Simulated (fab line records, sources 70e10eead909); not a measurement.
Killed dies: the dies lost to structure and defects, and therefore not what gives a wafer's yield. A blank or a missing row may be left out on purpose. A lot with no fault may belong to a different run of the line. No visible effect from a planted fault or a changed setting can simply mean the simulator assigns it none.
Chamber matching -- flow nand-harc -- 4 sister chambers for NHARC_P_CONTACT_ALD_22 on ald-metal-04
The step deposits TiN, target thk 3 nm, pulse time 1 s, ald cycles 150. 8 wafers are shown with their chamber, then 7 later ones without.

## WAFERS WITH THEIR CHAMBER
wafer,chamber,heater-power-w (W),precursor-pulse-height-rel
L082.4,0,1053,1.019
L087.4,2,1015,0.982
L087.6,3,985,0.992
L088.3,3,984,1.030
L088.5,1,1238,1.012
L088.6,0,1030,1.035
L089.3,2,1032,1.001
L089.4,1,1209,0.981

## WAFERS WITH NO CHAMBER GIVEN
wafer,heater-power-w (W),precursor-pulse-height-rel
L089.6,996,0.990
L094.1,1072,0.974
L094.2,1198,1.011
L094.3,1065,1.002
L095.4,1039,0.962
L095.5,1069,0.993
L095.6,1037,1.008

## EACH ONE'S CHAMBER
wafer,from the rows above,in truth
L089.6,can't be placed: 3 or 2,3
L094.1,can't be placed: 0 or 2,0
L094.2,1,1
L094.3,can't be placed: 0 or 2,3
L095.4,can't be placed: 2 or 0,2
L095.5,can't be placed: 0 or 2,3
L095.6,can't be placed: 0 or 2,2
1 of 7 placed correctly. Unplaceable from these rows: 6, with the true chamber sitting among the candidates in 4. Wrongly placed: 0.
How it was worked out, from the rows above alone: a wafer's distance from a chamber is the root of the sum, over the readings, of the square of ((its reading less the chamber's mean) divided by the reading's scatter). The wafer belongs to the nearest chamber; if the next one is less than 2 further off, it can't be placed. The mean given for a chamber averages the wafers shown for that chamber. The scatter is the square root of a quotient: the sum, over the shown wafers, of each reading's squared deviation from its chamber's mean, divided by wafers minus chambers.
